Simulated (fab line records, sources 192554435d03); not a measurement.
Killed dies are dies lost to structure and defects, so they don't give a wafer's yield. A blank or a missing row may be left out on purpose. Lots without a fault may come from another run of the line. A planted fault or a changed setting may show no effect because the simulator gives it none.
fab line records | flow n5_finfet
record lots=11 wafers=33 last_day=17
route steps=1938 shown BEOL_M4@1105 BEOL_M5@1112 PASSIVATION@1936
lots that met no fault: from a run of the same line without faults
start_h: hours from the record's first day to the start of the lot's first wafer shown | wait_h: hours since the lot's step before | " the same as in the row above | L1.1+2: a row that stands for several wafers | - no value, or no start given | * or withheld: withheld | < > ~ a bound
route shown NAME@n: a module of which the file shows steps, and the number in the route of the first | usual: mean/standard deviation of fault-free wafers | same: alike in all rows | chamber/n: place in a boat | sites: the reading at each site | _std_site: their standard deviation | _edge_site: outer sites' mean less inner sites' | radius_mm: how far each site lies from the wafer's centre | mask NAME#n: copy n | behind: the tool/chamber that last shaped the wafer | hold: why the lot was held/for how many hours/how that ended | device: the transistor (n, p or np) that didn't switch | end of line: the same wafers' tests at the end of the route | a step without rows: its recipe alone | killed: dies lost to structure and defects at the first sort, not the wafer's yield | map: a wafer's dies, x killed, . not, _ none there
set.NAME: the setting as run; set.NAME@STEP: as run at that earlier step | model.NAME: the simulator's own value behind a step, which no gauge read
steps of the route over a sample of lots; a table a step, a row a wafer
services: from which hour (start_h, from the record's first day; less than 0 if before it) a tool's chamber was out of use, for how many hours, and why
## steps
# step N5_BEOL_M4_PRE_CLEAN_60
# recipe gas=NH3/H2 time_s=15 temp_c=* rf_power_w=300
# usual heater_power_w=97/35
# columns lot.wafer tool chamber start_h wait_h heater_power_w
L661.2 cvd_co-01 1 158.35 0.0 123
L661.3 " 2 " " 53
L661.4 " 2 " " 53
L662.2 cvd_co-01 2 166.79 0.0 53
L662.4 " 2 " " 52
L662.5 " 0 " " 130
L663.1 cvd_co-02 0 173.15 0.0 134
L663.3 " 1 " " 53
L663.4 " 0 " " 132
L666.1 cvd_co-01 0 188.37 0.0 131
L666.3 " 2 " " 53
L666.5 " 1 " " 121
L667.1 cvd_co-02 2 196.04 0.0 85
L667.2 " 1 " " 53
L667.4 " 0 " " 131
L674.2 cvd_co-01 0 247.54 0.0 130
L674.4 " 0 " " 134
L674.6 " 2 " " 54
L678.2 cvd_co-01 1 276.65 0.2 126
L678.3 " 2 " " 55
L678.4 " 1 " " 125
L679.1 cvd_co-02 0 280.83 0.0 136
L679.2 " 2 " " 83
L679.5 " 2 " " 86
L680.2 cvd_co-02 1 287.52 0.0 54
L680.4 " 2 " " 84
L680.6 " 1 " " 53
L682.1 cvd_co-01 2 301.92 0.0 54
L682.3 " 0 " " 129
L682.4 " 1 " " 121
L683.1 cvd_co-02 1 303.35 0.0 54
L683.2 " 2 " " 85
L683.3 " 0 " " 132
# step N5_BEOL_M4_RS_MEAS_58
# recipe thk_meas_gauge=four-point-probe reads=Co_of_BEOL_M4_CO_CAP_55+Cu_of_BEOL_M4_ECD_50+Co_of_BEOL_M4_CVD_47+TaN_of_BEOL_M4_ALD_84
# usual M4_RS=0.68/0.033
# columns lot.wafer tool chamber start_h wait_h M4_RS[ohm/sq]
L661.2 film_metro-02 - 158.60 0.1 0.67
L661.3 " - " " 0.64
L661.4 " - " " 0.70
L662.2 film_metro-01 - 167.01 0.1 0.63
L662.4 " - " " 0.68
L662.5 " - " " 0.64
L663.1 film_metro-01 - 173.43 0.0 0.69
L663.3 " - " " 0.64
L663.4 " - " " 0.64
L666.1 film_metro-01 - 188.59 0.0 0.69
L666.3 " - " " 0.70
L666.5 " - " " 0.69
L667.1 film_metro-02 - 196.27 0.0 0.72
L667.2 " - " " 0.63
L667.4 " - " " 0.63
L674.2 film_metro-01 - 247.76 0.1 0.70
L674.4 " - " " 0.67
L674.6 " - " " 0.67
L678.2 film_metro-01 - 276.89 0.1 0.67
L678.3 " - " " 0.70
L678.4 " - " " 0.63
L679.1 film_metro-01 - 281.06 0.0 0.68
L679.2 " - " " 0.71
L679.5 " - " " 0.67
L680.2 film_metro-01 - 287.75 0.1 0.70
L680.4 " - " " 0.60
L680.6 " - " " 0.63
L682.1 film_metro-01 - 302.14 0.0 0.67
L682.3 " - " " 0.68
L682.4 " - " " 0.68
L683.1 film_metro-02 - 303.57 0.0 0.66
L683.2 " - " " 0.65
L683.3 " - " " 0.68
# step N5_BEOL_M4_INSPECT_59
# recipe inspect_instrument=darkfield mode=post_dep
# usual raw_defect_count=71/19
# columns lot.wafer tool chamber start_h wait_h raw_defect_count
L661.2 defect_inspect-01 - 158.63 0.0 91
L661.3 " - " " 89
L661.4 " - " " 105
L662.2 defect_inspect-02 - 167.04 0.0 95
L662.4 " - " " 74
L662.5 " - " " 60
L663.1 defect_inspect-02 - 173.45 0.0 78
L663.3 " - " " 72
L663.4 " - " " 72
L666.1 defect_inspect-02 - 188.62 0.0 66
L666.3 " - " " 94
L666.5 " - " " 78
L667.1 defect_inspect-01 - 196.29 0.0 43
L667.2 " - " " 85
L667.4 " - " " 43
L674.2 defect_inspect-01 - 247.79 0.0 94
L674.4 " - " " 94
L674.6 " - " " 78
L678.2 defect_inspect-01 - 276.91 0.0 45
L678.3 " - " " 63
L678.4 " - " " 40
L679.1 defect_inspect-01 - 281.08 0.0 50
L679.2 " - " " 83
L679.5 " - " " 51
L680.2 defect_inspect-02 - 287.77 0.0 69
L680.4 " - " " 44
L680.6 " - " " 76
L682.1 defect_inspect-01 - 302.17 0.0 61
L682.3 " - " " 63
L682.4 " - " " 63
L683.1 defect_inspect-01 - 303.59 0.0 51
L683.2 " - " " 73
L683.3 " - " " 77
# step N5_BEOL_M5_ILD_DEP_00
# recipe material=SiCOH_lowk target_thk_a=1406.4 temp_c=300 precursor=DEMS/porogen pressure_torr=5 rf_w=500 time_s=25.9
# usual heater_power_w=342/70 showerhead_plenum_p_Torr=5.742/0.016 susceptor_temp_C=299.97/0.18 throttle_valve_pct=13.9/0.66
# columns lot.wafer tool chamber start_h wait_h heater_power_w showerhead_plenum_p_Torr susceptor_temp_C throttle_valve_pct
L661.2 pecvd-04 1 159.62 0.7 418 5.742 299.92 14.8
L661.3 " 0 " " 420 5.735 299.95 13.3
L661.4 " 0 " " 419 5.739 300.04 13.5
L662.2 pecvd-03 2 168.03 0.7 213 5.728 300.16 14.3
L662.4 " 0 " " 232 5.716 299.96 14.7
L662.5 " 2 " " 214 5.725 300.14 14.0
L663.1 pecvd-01 1 174.44 0.8 370 5.733 299.86 14.4
L663.3 " 0 " " 317 5.724 300.24 13.9
L663.4 " 0 " " 238 5.722 300.36 13.9
L666.1 pecvd-03 1 189.60 0.8 410 5.750 319.48 14.5
L666.3 " 2 " " 262 5.725 319.51 14.4
L666.5 " 2 " " 266 5.734 319.63 14.4
L667.1 pecvd-03 2 197.28 0.8 272 5.715 319.15 14.3
L667.2 " 1 " " 435 5.761 319.44 14.5
L667.4 " 0 " " 290 5.715 319.47 14.7
L674.2 pecvd-01 2 248.78 0.7 373 5.758 299.85 12.7
L674.4 " 1 " " 341 5.749 300.08 14.4
L674.6 " 0 " " 307 5.737 300.01 14.1
L678.2 pecvd-04 1 277.91 0.7 411 5.732 299.64 14.8
L678.3 " 0 " " 425 5.738 299.90 13.4
L678.4 " 0 " " 341 5.751 299.87 13.6
L679.1 pecvd-01 2 282.07 0.8 415 5.761 299.93 13.0
L679.2 " 1 " " 368 5.766 299.80 14.5
L679.5 " 0 " " 270 5.731 299.99 14.1
L680.2 pecvd-01 0 288.76 0.7 299 5.728 300.22 14.4
L680.4 " 1 " " 375 5.751 299.71 13.9
L680.6 " 0 " " 299 5.745 300.17 14.1
L682.1 pecvd-03 1 303.17 0.8 410 5.747 300.14 14.4
L682.3 " 0 " " 236 5.710 299.90 14.7
L682.4 " 1 " " 408 5.745 299.93 14.4
L683.1 pecvd-03 0 304.59 0.8 231 5.715 300.09 14.5
L683.2 " 2 " " 237 5.723 300.07 14.4
L683.3 " 1 " " 381 5.756 300.34 14.6
# step N5_BEOL_M5_THK_MEAS_01
# recipe reads=SiCOH_lowk_of_BEOL_M5_ILD_DEP_00
# usual M5_ILD_THK=120.9/1.7
# columns lot.wafer tool chamber start_h wait_h M5_ILD_THK[nm]
L661.2 film_metro-02 - 160.19 0.4 118.5
L661.3 " - " " 120.0
L661.4 " - " " 124.1
L662.2 film_metro-02 - 168.60 0.4 118.0
L662.4 " - " " 118.8
L662.5 " - " " 120.3
L663.1 film_metro-01 - 175.02 0.4 120.9
L663.3 " - " " 117.8
L663.4 " - " " 119.8
L666.1 film_metro-01 - 190.18 0.4 105.5
L666.3 " - " " 108.2
L666.5 " - " " 112.3
L667.1 film_metro-01 - 197.87 0.4 107.9
L667.2 " - " " 105.8
L667.4 " - " " 109.7
L674.2 film_metro-02 - 249.36 0.4 122.0
L674.4 " - " " 122.9
L674.6 " - " " 122.3
L678.2 film_metro-02 - 278.48 0.4 118.8
L678.3 " - " " 120.6
L678.4 " - " " 121.1
L679.1 film_metro-02 - 282.64 0.4 121.2
L679.2 " - " " 120.4
L679.5 " - " " 122.3
L680.2 film_metro-01 - 289.33 0.4 119.3
L680.4 " - " " 122.7
L680.6 " - " " 121.4
L682.1 film_metro-02 - 304.22 0.8 117.9
L682.3 " - " " 118.3
L682.4 " - " " 120.0
L683.1 film_metro-01 - 305.16 0.4 120.3
L683.2 " - " " 119.9
L683.3 " - " " 119.3
# step N5_PASSIVATION_PROBE_49
# usual defect_limited_yield=91.4/1.4 killed_at_M0_to_M3=31/10 killed_at_M4_up=14/5.6 killed_at_contacts=13/6.3 killed_at_front_end=39/10 killed_at_other=4/3.1 killed_dies=101/16 killed_on_rim=13/3.9 killed_open=65/13 killed_short=34/7.2 sort_bin_4_leakage=0.00/0.007 sort_bin_5_function=5.1/0.88 sort_bin_6_memory=3.2/0.66 sort_bin_8_speed=0.00/0.007 sort_n_pass=1079/16 sort_yield_pct=91.4/1.4
# same gross_dies=1180 killed_at_back_side=0
# columns lot.wafer tool chamber start_h wait_h defect_limited_yield[%] killed_at_M0_to_M3 killed_at_M4_up killed_at_contacts killed_at_front_end killed_at_other killed_dies killed_on_rim killed_open killed_short sort_bin_4_leakage[%] sort_bin_5_function[%] sort_bin_6_memory[%] sort_bin_8_speed[%] sort_n_pass sort_yield_pct[%]
L661.2 prober-01 - 274.71 0.1 88.6 45 10 18 58 3 134 16 97 34 0 6.7 4.2 0 1046 88.6
L661.3 prober-01 - 274.76 0.1 90.1 32 15 11 57 2 117 14 75 40 0 6.1 3.4 0 1063 90.1
L661.4 prober-01 - 274.81 0.2 91.8 30 12 15 38 2 97 16 65 32 0 4.4 3.6 0 1083 91.8
L662.2 prober-01 - 279.08 0.1 90.2 25 12 23 40 16 116 22 78 38 0 5.8 3.8 0 1064 90.2
L662.4 prober-01 - 279.18 0.2 91.8 27 5 12 41 12 97 18 70 26 0 5.0 3.0 0 1083 91.8
L662.5 prober-01 - 279.23 0.2 90.8 34 8 12 48 7 109 11 67 38 0 5.1 3.5 0 1071 90.8
L663.1 prober-02 - 279.56 0.0 89.7 32 10 19 55 5 121 13 74 45 0 5.7 4.2 0 1059 89.7
L663.3 prober-02 - 279.66 0.1 91.7 35 21 19 21 2 98 17 69 27 0 4.9 3.2 0 1082 91.7
L663.4 prober-02 - 279.71 0.2 90.9 34 9 19 39 6 107 15 74 33 0 5.8 3.0 0 1073 90.9
L666.1 prober-02 - 294.41 0.0 90.0 34 17 15 47 5 118 19 81 34 0 5.7 3.7 0 1062 90.0
L666.3 prober-02 - 294.51 0.1 89.6 39 14 24 36 10 123 11 78 42 0 5.4 4.6 0 1057 89.6
L666.5 prober-02 - 294.61 0.2 90.8 47 9 20 26 7 109 19 81 28 0.08 5.3 3.6 0 1070 90.7
L667.1 prober-01 - 294.80 0.0 93.8 23 6 10 32 2 73 9 44 27 0 3.6 2.5 0 1107 93.8
L667.2 prober-01 - 294.85 0.1 91.5 37 13 14 34 2 100 7 74 26 0 5.3 3.0 0 1080 91.5
L667.4 prober-01 - 294.95 0.2 93.1 31 9 4 34 3 81 13 51 29 0 3.6 2.9 0 1099 93.1
L674.2 prober-02 - 356.06 0.1 88.0 49 17 10 55 11 142 13 93 46 0 6.9 4.7 0 1038 88.0
L674.4 prober-02 - 356.16 0.2 92.2 21 13 11 36 11 92 14 53 36 0 4.8 2.5 0 1088 92.2
L674.6 prober-02 - 356.26 0.3 90.1 32 18 8 51 8 117 14 79 34 0 5.4 4.1 0 1063 90.1
L678.2 prober-02 - 388.07 0.1 90.3 36 8 14 44 13 115 11 80 35 0 5.6 3.8 0 1065 90.3
L678.3 prober-02 - 388.12 0.1 90.9 40 9 18 37 3 107 13 68 38 0 5.5 3.6 0 1073 90.9
L678.4 prober-02 - 388.17 0.2 89.5 35 12 27 45 5 124 15 80 43 0 6.2 3.8 0 1056 89.5
L680.2 prober-01 - 388.35 0.1 91.2 26 12 7 57 2 104 9 71 33 0 5.1 3.5 0 1076 91.2
L680.4 prober-01 - 388.45 0.2 92.2 34 14 12 29 3 92 9 55 36 0 4.9 2.5 0 1088 92.2
L680.6 prober-01 - 388.55 0.3 93.0 20 22 13 28 0 83 10 54 29 0 4.7 2.1 0 1097 93.0
L679.1 prober-02 - 391.78 0.0 91.9 37 17 2 36 4 96 15 66 27 0 5.3 2.5 0 1084 91.9
L679.2 prober-02 - 391.83 0.1 91.7 22 9 8 55 4 98 10 61 37 0 5.2 3.0 0 1082 91.7
L679.5 prober-02 - 391.98 0.2 94.5 29 8 8 19 1 65 6 41 23 0 3.0 2.3 0.08 1114 94.4
L682.1 prober-02 - 405.17 0.0 92.3 29 13 19 29 1 91 10 47 42 0 4.7 2.9 0 1089 92.3
L682.3 prober-02 - 405.27 0.1 92.3 28 12 10 36 5 91 15 56 30 0 4.2 2.6 0 1089 92.3
L682.4 prober-02 - 405.32 0.2 91.0 31 20 8 41 6 106 11 64 39 0 5.8 2.7 0 1074 91.0
L683.1 prober-01 - 412.57 0.0 93.1 10 11 11 46 4 82 11 54 25 0 4.1 2.6 0 1098 93.1
L683.2 prober-01 - 412.62 0.1 91.8 18 13 24 35 7 97 8 68 27 0 5.2 2.9 0 1083 91.8
L683.3 prober-01 - 412.67 0.1 89.2 21 23 21 54 8 127 5 89 37 0 5.8 4.8 0 1053 89.2
# killed by level:class
L661.2 STI_FIN_REVEAL:geometric_particle:open=16 MOL_CONTACT_COAG:geometric_particle:open=15 FIN_SAQP:geometric_particle:open=14 BEOL_M0_SAQP:geometric_particle:open=10 BEOL_M3:geometric_particle:open=10 BEOL_M0_SAQP:geometric_particle:short=9 FIN_SAQP:geometric_particle:short=8 BEOL_M1:geometric_particle:open=4
L661.3 FIN_SAQP:geometric_particle:open=11 STI_FIN_REVEAL:geometric_particle:open=10 MOL_CONTACT_COAG:geometric_particle:open=10 FIN_SAQP:geometric_particle:short=9 BEOL_M0_SAQP:geometric_particle:open=7 ILD0:geometric_particle:short=6 BEOL_M0_SAQP:geometric_particle:short=6 BEOL_M2:geometric_particle:open=6
L661.4 MOL_CONTACT_COAG:geometric_particle:open=10 FIN_SAQP:geometric_particle:open=9 STI_FIN_REVEAL:geometric_particle:open=7 BEOL_M3:geometric_particle:open=6 BEOL_M1:geometric_particle:open=6 FIN_SAQP:geometric_particle:short=5 BEOL_M0_SAQP:geometric_particle:open=5 MOL_CONTACT_COAG:geometric_particle:short=5
L662.2 MOL_CONTACT_COAG:geometric_particle:open=16 STI_FIN_REVEAL:geometric_particle:open=13 FIN_SAQP:geometric_particle:short=8 BEOL_M3:geometric_particle:open=8 FIN_SAQP:geometric_particle:open=7 MOL_CONTACT_COAG:geometric_particle:short=7 BEOL_M5:geometric_particle:open=5 MIM_TOP:geometric_particle:open=5
L662.4 FIN_SAQP:geometric_particle:open=11 MOL_CONTACT_COAG:geometric_particle:open=11 BEOL_M3:geometric_particle:open=11 STI_FIN_REVEAL:geometric_particle:open=5 STARTING-WAFER:geometric_particle:open=5 STARTING-WAFER:geometric_particle:short=5 DUMMY_GATE:geometric_particle:open=4 MIM_TOP:geometric_particle:open=4
L662.5 STI_FIN_REVEAL:geometric_particle:open=11 BEOL_M3:geometric_particle:open=10 FIN_SAQP:geometric_particle:short=9 MOL_CONTACT_COAG:geometric_particle:open=9 BEOL_M0_SAQP:geometric_particle:short=9 BEOL_M5:geometric_particle:open=7 FIN_SAQP:geometric_particle:open=6 BEOL_M0:geometric_particle:open=5
L663.1 STI_FIN_REVEAL:geometric_particle:open=14 MOL_CONTACT_COAG:geometric_particle:open=11 BEOL_M0_SAQP:geometric_particle:short=9 FIN_SAQP:geometric_particle:open=8 BEOL_M0_SAQP:geometric_particle:open=8 MOL_CONTACT_COAG:geometric_particle:short=7 FIN_SAQP:geometric_particle:short=6 STI_FIN_REVEAL:geometric_particle:short=5
L663.3 MOL_CONTACT_COAG:geometric_particle:open=15 BEOL_M4:geometric_particle:open=15 BEOL_M0_SAQP:geometric_particle:short=7 BEOL_M0_SAQP:geometric_particle:open=7 BEOL_M2:geometric_particle:open=6 FIN_SAQP:geometric_particle:open=5 FIN_SAQP:geometric_particle:short=5 BEOL_M3:geometric_particle:open=5
L663.4 MOL_CONTACT_COAG:geometric_particle:open=16 BEOL_M2:geometric_particle:open=13 FIN_SAQP:geometric_particle:open=10 FIN_SAQP:geometric_particle:short=9 BEOL_M0_SAQP:geometric_particle:short=9 STI_FIN_REVEAL:geometric_particle:open=6 DUMMY_GATE:geometric_particle:open=3 GATE_CUT:geometric_particle:open=3
L666.1 BEOL_M3:geometric_particle:open=14 MOL_CONTACT_COAG:geometric_particle:open=10 FIN_SAQP:geometric_particle:open=8 BEOL_M5:geometric_particle:open=8 FIN_SAQP:geometric_particle:short=7 STI_FIN_REVEAL:geometric_particle:open=7 BEOL_M0_SAQP:geometric_particle:short=7 DUMMY_GATE:geometric_particle:open=6
L666.3 MOL_CONTACT_COAG:geometric_particle:open=17 BEOL_M0_SAQP:geometric_particle:open=10 GATE_CUT:geometric_particle:short=8 BEOL_M3:geometric_particle:open=8 FIN_SAQP:geometric_particle:open=7 MOL_CONTACT_COAG:geometric_particle:short=7 BEOL_M1:geometric_particle:open=7 BEOL_M0_SAQP:geometric_particle:short=5
L666.5 MOL_CONTACT_COAG:geometric_particle:open=18 BEOL_M3:geometric_particle:open=15 BEOL_M0_SAQP:geometric_particle:open=13 BEOL_M0_SAQP:geometric_particle:short=9 STI_FIN_REVEAL:geometric_particle:open=6 DUMMY_GATE:geometric_particle:open=5 BEOL_M1:geometric_particle:open=4 BEOL_M2:geometric_particle:open=3
L667.1 FIN_SAQP:geometric_particle:open=8 MOL_CONTACT_COAG:geometric_particle:open=7 FIN_SAQP:geometric_particle:short=6 BEOL_M0_SAQP:geometric_particle:open=6 GATE_CUT:geometric_particle:short=4 BEOL_M1:geometric_particle:short=4 MOL_CONTACT_COAG:geometric_particle:short=3 BEOL_M2:geometric_particle:open=3
L667.2 BEOL_M3:geometric_particle:open=16 MOL_CONTACT_COAG:geometric_particle:open=13 FIN_SAQP:geometric_particle:short=7 BEOL_M0_SAQP:geometric_particle:short=6 STI_FIN_REVEAL:geometric_particle:open=5 BEOL_M2:geometric_particle:open=5 DUMMY_GATE:geometric_particle:open=4 BEOL_M0_SAQP:geometric_particle:open=4
L667.4 BEOL_M0_SAQP:geometric_particle:open=13 FIN_SAQP:geometric_particle:short=10 BEOL_M0_SAQP:geometric_particle:short=7 FIN_SAQP:geometric_particle:open=6 BEOL_M1:geometric_particle:open=5 BEOL_M8:geometric_particle:open=4 MOL_CONTACT_COAG:geometric_particle:open=3 BEOL_M7:geometric_particle:open=3
L674.2 BEOL_M0_SAQP:geometric_particle:short=16 BEOL_M0_SAQP:geometric_particle:open=14 DUMMY_GATE:geometric_particle:open=11 STI_FIN_REVEAL:geometric_particle:open=9 BEOL_M4:geometric_particle:open=9 MOL_CONTACT_COAG:geometric_particle:open=8 GATE_CUT:geometric_particle:short=7 BEOL_M2:geometric_particle:open=6
L674.4 MOL_CONTACT_COAG:geometric_particle:open=9 BEOL_M0_SAQP:geometric_particle:short=7 FIN_SAQP:geometric_particle:short=6 FIN_SAQP:geometric_particle:open=5 DUMMY_GATE:geometric_particle:short=5 DUMMY_GATE:geometric_particle:open=5 BEOL_M2:geometric_particle:open=5 BEOL_M4:geometric_particle:open=5
L674.6 FIN_SAQP:geometric_particle:open=13 BEOL_M0_SAQP:geometric_particle:open=12 GATE_CUT:geometric_particle:open=9 BEOL_M0_SAQP:geometric_particle:short=7 STI_FIN_REVEAL:geometric_particle:open=6 DUMMY_GATE:geometric_particle:open=6 MOL_CONTACT_COAG:geometric_particle:open=5 MIM_BOT:geometric_particle:open=4
L678.2 MOL_CONTACT_COAG:geometric_particle:open=13 FIN_SAQP:geometric_particle:short=11 FIN_SAQP:geometric_particle:open=11 BEOL_M3:geometric_particle:open=8 STI_FIN_REVEAL:geometric_particle:open=8 BEOL_M0_SAQP:geometric_particle:short=7 BEOL_M2:geometric_particle:open=6 BEOL_M1:geometric_particle:open=5
L678.3 MOL_CONTACT_COAG:geometric_particle:open=14 FIN_SAQP:geometric_particle:short=13 BEOL_M0_SAQP:geometric_particle:open=8 FIN_SAQP:geometric_particle:open=7 DUMMY_GATE:geometric_particle:open=7 BEOL_M0_SAQP:geometric_particle:short=7 BEOL_M1:geometric_particle:open=7 BEOL_M3:geometric_particle:open=5
L678.4 MOL_CONTACT_COAG:geometric_particle:open=24 FIN_SAQP:geometric_particle:open=9 FIN_SAQP:geometric_particle:short=9 STI_FIN_REVEAL:geometric_particle:open=9 BEOL_M1:geometric_particle:open=7 STI_FIN_REVEAL:geometric_particle:short=5 BEOL_M0_SAQP:geometric_particle:short=5 BEOL_M3:geometric_particle:open=5
L680.2 FIN_SAQP:geometric_particle:open=16 BEOL_M0_SAQP:geometric_particle:open=14 FIN_SAQP:geometric_particle:short=8 STI_FIN_REVEAL:geometric_particle:open=8 GATE_CUT:geometric_particle:short=5 GATE_CUT:geometric_particle:open=5 BEOL_M0_SAQP:geometric_particle:short=5 BEOL_M4:geometric_particle:open=5
L680.4 BEOL_M0_SAQP:geometric_particle:short=9 MOL_CONTACT_COAG:geometric_particle:open=9 BEOL_M3:geometric_particle:open=6 FIN_SAQP:geometric_particle:open=5 GATE_CUT:geometric_particle:short=5 BEOL_M1:geometric_particle:open=5 BEOL_M2:geometric_particle:open=5 FIN_SAQP:geometric_particle:short=4
L680.6 MOL_CONTACT_COAG:geometric_particle:open=9 BEOL_M4:geometric_particle:open=7 FIN_SAQP:geometric_particle:short=6 GATE_CUT:geometric_particle:short=6 BEOL_M5:geometric_particle:open=6 BEOL_M3:geometric_particle:open=5 FIN_SAQP:geometric_particle:open=4 MOL_CONTACT_COAG:geometric_particle:short=4
L679.1 BEOL_M4:geometric_particle:open=11 FIN_SAQP:geometric_particle:open=10 BEOL_M3:geometric_particle:open=9 BEOL_M0_SAQP:geometric_particle:short=7 BEOL_M0_SAQP:geometric_particle:open=7 FIN_SAQP:geometric_particle:short=6 STI_FIN_REVEAL:geometric_particle:open=6 BEOL_M1:geometric_particle:open=5
L679.2 FIN_SAQP:geometric_particle:open=18 FIN_SAQP:geometric_particle:short=12 STI_FIN_REVEAL:geometric_particle:open=7 MOL_CONTACT_COAG:geometric_particle:open=7 BEOL_M0_SAQP:geometric_particle:open=5 BEOL_M1:geometric_particle:open=5 BEOL_M2:geometric_particle:open=5 STARTING-WAFER:geometric_particle:short=4
L679.5 BEOL_M0_SAQP:geometric_particle:short=9 MOL_CONTACT_COAG:geometric_particle:open=8 BEOL_M2:geometric_particle:open=6 BEOL_M0_SAQP:geometric_particle:open=5 FIN_SAQP:geometric_particle:short=4 BEOL_M4:geometric_particle:short=4 BEOL_M3:geometric_particle:open=4 DUMMY_GATE:geometric_particle:short=3
L682.1 MOL_CONTACT_COAG:geometric_particle:open=13 BEOL_M0_SAQP:geometric_particle:short=9 GATE_CUT:geometric_particle:short=8 BEOL_M3:geometric_particle:open=7 MOL_CONTACT_COAG:geometric_particle:short=6 DUMMY_GATE:geometric_particle:open=5 FIN_SAQP:geometric_particle:open=4 BEOL_M6:geometric_particle:open=4
L682.3 FIN_SAQP:geometric_particle:short=12 BEOL_M0_SAQP:geometric_particle:open=10 MOL_CONTACT_COAG:geometric_particle:open=9 BEOL_M4:geometric_particle:open=6 BEOL_M1:geometric_particle:open=5 HKMG_FIN:area_etch=5 BEOL_M0_SAQP:geometric_particle:short=4 DUMMY_GATE:geometric_particle:open=3
L682.4 FIN_SAQP:geometric_particle:open=8 BEOL_M3:geometric_particle:open=8 FIN_SAQP:geometric_particle:short=7 GATE_CUT:geometric_particle:short=6 MOL_CONTACT_COAG:geometric_particle:open=6 BEOL_M2:geometric_particle:open=6 STARTING-WAFER:geometric_particle:open=6 BEOL_M3:geometric_particle:short=5
L683.1 FIN_SAQP:geometric_particle:open=12 MOL_CONTACT_COAG:geometric_particle:open=11 FIN_SAQP:geometric_particle:short=10 DUMMY_GATE:geometric_particle:open=8 BEOL_M1:geometric_particle:open=7 STI_FIN_REVEAL:geometric_particle:open=3 GATE_CUT:geometric_particle:short=3 BEOL_M8:geometric_particle:open=3
L683.2 MOL_CONTACT_COAG:geometric_particle:open=21 STI_FIN_REVEAL:geometric_particle:open=9 BEOL_M1:geometric_particle:open=7 FIN_SAQP:geometric_particle:short=6 FIN_SAQP:geometric_particle:open=5 GATE_CUT:geometric_particle:short=4 BEOL_M4:geometric_particle:short=4 DUMMY_GATE:geometric_particle:open=3
L683.3 STI_FIN_REVEAL:geometric_particle:open=20 MOL_CONTACT_COAG:geometric_particle:open=17 FIN_SAQP:geometric_particle:open=14 FIN_SAQP:geometric_particle:short=10 BEOL_M4:geometric_particle:open=7 BEOL_M1:geometric_particle:open=5 BEOL_M5:geometric_particle:open=5 BEOL_M4:geometric_particle:short=4
## services
# columns tool chamber start_h hours kind
pecvd-03 0 156.29 5.5 scheduled_down
cvd_co-02 2 166.16 9.0 repair
pecvd-01 2 169.32 2.1 scheduled_down
pecvd-04 0 178.14 6.4 repair
pecvd-01 - 191.71 0.4 repair
pecvd-01 2 202.38 - clean
pecvd-01 2 202.38 - consumable_replace:showerhead
pecvd-01 2 202.38 29.0 scheduled_down
pecvd-01 2 202.38 29.0 vent_cycle
cvd_co-02 2 235.07 3.4 repair
cvd_co-01 0 252.59 8.9 repair
pecvd-03 - 258.70 26.5 repair
cvd_co-02 1 258.73 4.7 repair
cvd_co-02 - 262.55 6.0 pm
pecvd-04 2 266.62 5.5 scheduled_down
pecvd-04 0 297.54 2.1 scheduled_down
## key
first_sign step=N5_BEOL_M5_ILD_DEP_00 reading=susceptor_temp_C direction=up sigmas=99+ usual=* struck=*
effect step=N5_BEOL_M5_THK_MEAS_01 reading=M5_ILD_THK direction=down sigmas=7.5 usual=120.9 struck=108.2
met_at N5_BEOL_M5_ILD_DEP_00
struck_lots L666,L667
not_acting_at N5_BEOL_M4_PRE_CLEAN_60,N5_BEOL_M4_RS_MEAS_58,N5_BEOL_M4_INSPECT_59
onset_between 168.03 189.60
fault kind=process_parameter_drift tool=pecvd-03 chamber=- onset_h=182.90 steps=N5_BEOL_M5_ILD_DEP_00 channel=temp_c offset=* shape=step end_h=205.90 acts_in=* stated=*
